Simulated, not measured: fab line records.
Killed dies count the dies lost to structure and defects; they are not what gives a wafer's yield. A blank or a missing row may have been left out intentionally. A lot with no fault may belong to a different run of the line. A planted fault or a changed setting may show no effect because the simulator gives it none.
Chamber matching + flow n5 finfet + N5_HKMG_FIN_ETCH_67 on rie diel-01: 4 sister chambers
The step etches SOC in N2/H2, stops on TiN, target depth 388.9 nm. 16 wafers are shown with their chamber, then 8 later ones without.

WAFERS WITH THEIR CHAMBER
| wafer  | chamber | showerhead plenum p Torr (Torr) | throttle valve pct (%) | drypump motor current A (A) |
|--------|---------|---------------------------------|------------------------|-----------------------------|
| L077.1 | 3       | 2.69                            | 18.06                  | 5.7                         |
| L077.2 | 0       | 2.60                            | 17.58                  | 6.5                         |
| L077.5 | 2       | 2.42                            | 18.36                  | 5.0                         |
| L081.2 | 2       | 2.42                            | 18.38                  | 5.0                         |
| L081.3 | 3       | 2.69                            | 18.07                  | 5.7                         |
| L081.6 | 3       | 2.69                            | 18.08                  | 5.7                         |
| L083.1 | 0       | 2.60                            | 17.61                  | 6.5                         |
| L083.2 | 2       | 2.41                            | 18.36                  | 5.1                         |
| L083.5 | 1       | 2.44                            | 17.87                  | 5.8                         |
| L084.2 | 0       | 2.59                            | 17.60                  | 6.5                         |
| L084.4 | 3       | 2.69                            | 18.10                  | 5.7                         |
| L084.5 | 0       | 2.59                            | 17.60                  | 6.5                         |
| L090.4 | 0       | 2.59                            | 17.62                  | 6.5                         |
| L090.5 | 1       | 2.43                            | 17.91                  | 5.7                         |
| L090.6 | 0       | 2.59                            | 17.64                  | 6.5                         |
| L091.2 | 0       | 2.59                            | 17.62                  | 6.6                         |

SIGNATURES (means of the wafers above)
| reading                  | chamber 0 | chamber 1 | chamber 2 | chamber 3 | scatter within a chamber |
|--------------------------|-----------|-----------|-----------|-----------|--------------------------|
| showerhead plenum p Torr | 2.5929    | 2.4350    | 2.4167    | 2.6900    | 0.00465                  |
| throttle valve pct       | 17.6100   | 17.8900   | 18.3667   | 18.0775   | 0.0186                   |
| drypump motor current A  | 6.514     | 5.750     | 5.033     | 5.700     | 0.0411                   |
Rule: a wafer lies at a distance from a chamber equal to the root of the sum of squares, over the readings, of (its reading less the chamber's mean, divided by the reading's scatter). If the next closest chamber is less than 2 further off than the closest, the wafer can't be placed; otherwise it belongs to the closest. How the scatter is found: for the shown wafers, subtract from each reading the mean of its chamber, square and add these, divide the total by (wafers less chambers), then take the root.

WAFERS MISSING THEIR CHAMBER
| wafer  | showerhead plenum p Torr (Torr) | throttle valve pct (%) | drypump motor current A (A) |
|--------|---------------------------------|------------------------|-----------------------------|
| L091.3 | 2.68                            | 18.11                  | 5.6                         |
| L091.5 | 2.43                            | 17.93                  | 5.7                         |
| L095.1 | 2.67                            | 18.14                  | 5.7                         |
| L095.3 | 2.42                            | 17.94                  | 5.7                         |
| L095.5 | 2.42                            | 17.92                  | 5.7                         |
| L097.2 | 2.72                            | 18.01                  | 5.0                         |
| L097.3 | 2.42                            | 17.95                  | 5.7                         |
| L097.4 | 2.67                            | 18.15                  | 5.7                         |

WHICH CHAMBER EACH ONE RAN IN
| wafer  | from the rows above | in truth                   |
|--------|---------------------|----------------------------|
| L091.3 | 3                   | 3                          |
| L091.5 | 1                   | 1                          |
| L095.1 | 3                   | 3                          |
| L095.3 | 1                   | 1                          |
| L095.5 | 1                   | 1                          |
| L097.2 | 3                   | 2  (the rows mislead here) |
| L097.3 | 1                   | 1                          |
| L097.4 | 3                   | 3                          |
Correct placement for 7 of the 8. Can't be placed from these rows: 0. Wrongly placed: 1.
